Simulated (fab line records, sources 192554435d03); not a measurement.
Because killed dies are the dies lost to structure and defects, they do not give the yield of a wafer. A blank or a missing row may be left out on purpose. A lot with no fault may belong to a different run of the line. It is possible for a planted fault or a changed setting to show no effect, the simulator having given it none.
Matching of chambers    flow n5_finfet    N5_BEOL_M7_DEP_56 on pecvd-04: 3 sister chambers
The step deposits SiCN from 3MS/NH3, target thk 10 nm, time 17.5 s. 18 wafers are shown with their chamber, then 9 later ones without.

WAFERS, EACH WITH ITS CHAMBER
wafer   chamber  showerhead_plenum_p_Torr (Torr)  throttle_valve_pct (%)
L074.1  2        3.672                            8.4
L074.3  0        3.633                            8.4
L074.5  2        3.677                            8.8
L077.1  1        3.670                            8.5
L077.3  0        3.639                            8.6
L077.5  0        3.640                            8.3
L082.2  2        3.668                            8.5
L082.4  2        3.670                            8.3
L082.6  0        3.639                            8.3
L084.1  2        3.661                            8.6
L084.3  0        3.638                            8.8
L084.4  0        3.652                            8.7
L086.1  0        3.643                            8.5
L086.2  2        3.668                            8.4
L086.5  1        3.666                            8.6
L090.1  0        3.638                            8.5
L090.5  0        3.651                            8.5
L090.6  2        3.672                            8.4

SIGNATURES (means of the wafers above)
reading                   chamber 0  chamber 1  chamber 2  scatter within a chamber
showerhead_plenum_p_Torr  3.64144    3.66800    3.66971    0.00558
throttle_valve_pct        8.511      8.550      8.486      0.164
Rule: for each reading, subtract the chamber's mean from the wafer's reading, divide by that reading's scatter and square the result; add these up over the readings and take the root, which gives the wafer's distance from the chamber. The wafer belongs to the nearest chamber; if the next one is less than 2 further off, it can't be placed. The scatter: take each reading less its chamber's mean, square it, sum over the shown wafers, divide by the number of wafers less the number of chambers, and take the root.

WAFERS WHOSE CHAMBER IS MISSING
wafer   showerhead_plenum_p_Torr (Torr)  throttle_valve_pct (%)
L092.2  3.681                            8.4
L092.5  3.651                            8.5
L092.6  3.673                            8.4
L095.1  3.670                            8.6
L095.5  3.662                            8.8
L095.6  3.636                            8.7
L097.1  3.641                            8.7
L097.4  3.670                            8.6
L097.5  3.645                            8.6

WHICH CHAMBER EACH ONE RAN IN
wafer   from the rows above           in truth
L092.2  can't be placed: 2 or 1       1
L092.5  can't be placed: 0 or 1 or 2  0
L092.6  can't be placed: 2 or 1       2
L095.1  can't be placed: 1 or 2       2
L095.5  can't be placed: 1 or 2       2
L095.6  0                             0
L097.1  0                             0
L097.4  can't be placed: 1 or 2       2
L097.5  0                             0
Correct placement for 3 of the 9. Cannot be placed on the basis of these rows: 6; the candidates contain the true chamber in 6. Placed wrongly: 0.
